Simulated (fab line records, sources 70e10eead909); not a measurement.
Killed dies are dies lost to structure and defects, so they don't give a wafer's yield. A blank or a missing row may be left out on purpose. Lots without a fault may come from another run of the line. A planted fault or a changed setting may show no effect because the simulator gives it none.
Chamber matching | flow nand_harc | NHARC_A_STAIRCASE_DEP_471 on pecvd-01: 3 sister chambers
The step deposits SiO2, target thk 100 nm. 14 wafers are shown with their chamber, then 7 later ones without.

WAFERS WITH THEIR CHAMBER
wafer  | chamber | throttle_valve_pct (%) | heater_power_w (W) | mfc_precursor_sccm (sccm)
L082.1 | 0       | 15.7                   | 600                | 161.0
L082.2 | 2       | 15.3                   | 561                | 162.0
L082.4 | 2       | 15.9                   | 591                | 161.9
L086.3 | 0       | 15.5                   | 563                | 161.8
L086.4 | 0       | 15.7                   | 574                | 162.2
L086.5 | 2       | 15.9                   | 556                | 160.9
L085.1 | 0       | 15.7                   | 531                | 161.4
L085.2 | 1       | 16.7                   | 639                | 161.2
L085.5 | 1       | 16.3                   | 631                | 161.3
L088.1 | 2       | 15.8                   | 617                | 161.0
L088.5 | 0       | 15.6                   | 510                | 161.0
L088.6 | 2       | 15.3                   | 634                | 160.8
L091.1 | 2       | 15.6                   | 609                | 161.5
L091.4 | 0       | 15.8                   | 603                | 161.4

SIGNATURES (means of the wafers above)
reading            | chamber 0 | chamber 1 | chamber 2 | scatter within a chamber
throttle_valve_pct | 15.667    | 16.500    | 15.633    | 0.219
heater_power_w     | 563.50    | 635.00    | 594.67    | 32.8
mfc_precursor_sccm | 161.467   | 161.250   | 161.350   | 0.474
Rule: a wafer's distance from a chamber is the root of the sum, over the readings, of the square of ((its reading less the chamber's mean) divided by the reading's scatter). The wafer belongs to the nearest chamber; if the next one is less than 2 further off, it can't be placed. The scatter: the root of (the sum of the squares of (reading less its chamber's mean) over the shown wafers, divided by (wafers less chambers)).

WAFERS WITHOUT THEIR CHAMBER
wafer  | throttle_valve_pct (%) | heater_power_w (W) | mfc_precursor_sccm (sccm)
L091.5 | 15.9                   | 591                | 161.6
L095.1 | 16.4                   | 576                | 161.0
L095.2 | 15.5                   | 571                | 161.0
L095.3 | 16.4                   | 639                | 161.2
L095.4 | 15.3                   | 581                | 161.3
L095.5 | 16.3                   | 552                | 162.1
L095.6 | 16.5                   | 648                | 161.3

WHICH CHAMBER EACH WENT THROUGH
wafer  | from the rows above          | in truth
L091.5 | can't be placed: 2 or 0 or 1 | 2
L095.1 | can't be placed: 1 or 0 or 2 | 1
L095.2 | can't be placed: 2 or 0      | 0
L095.3 | 1                            | 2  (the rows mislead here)
L095.4 | can't be placed: 2 or 0      | 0
L095.5 | can't be placed: 0 or 1 or 2 | 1
L095.6 | 1                            | 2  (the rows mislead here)
Placed correctly: 0 of 7. Can't be placed from these rows: 5 (the true chamber is among the candidates in 5). Placed wrongly: 2.
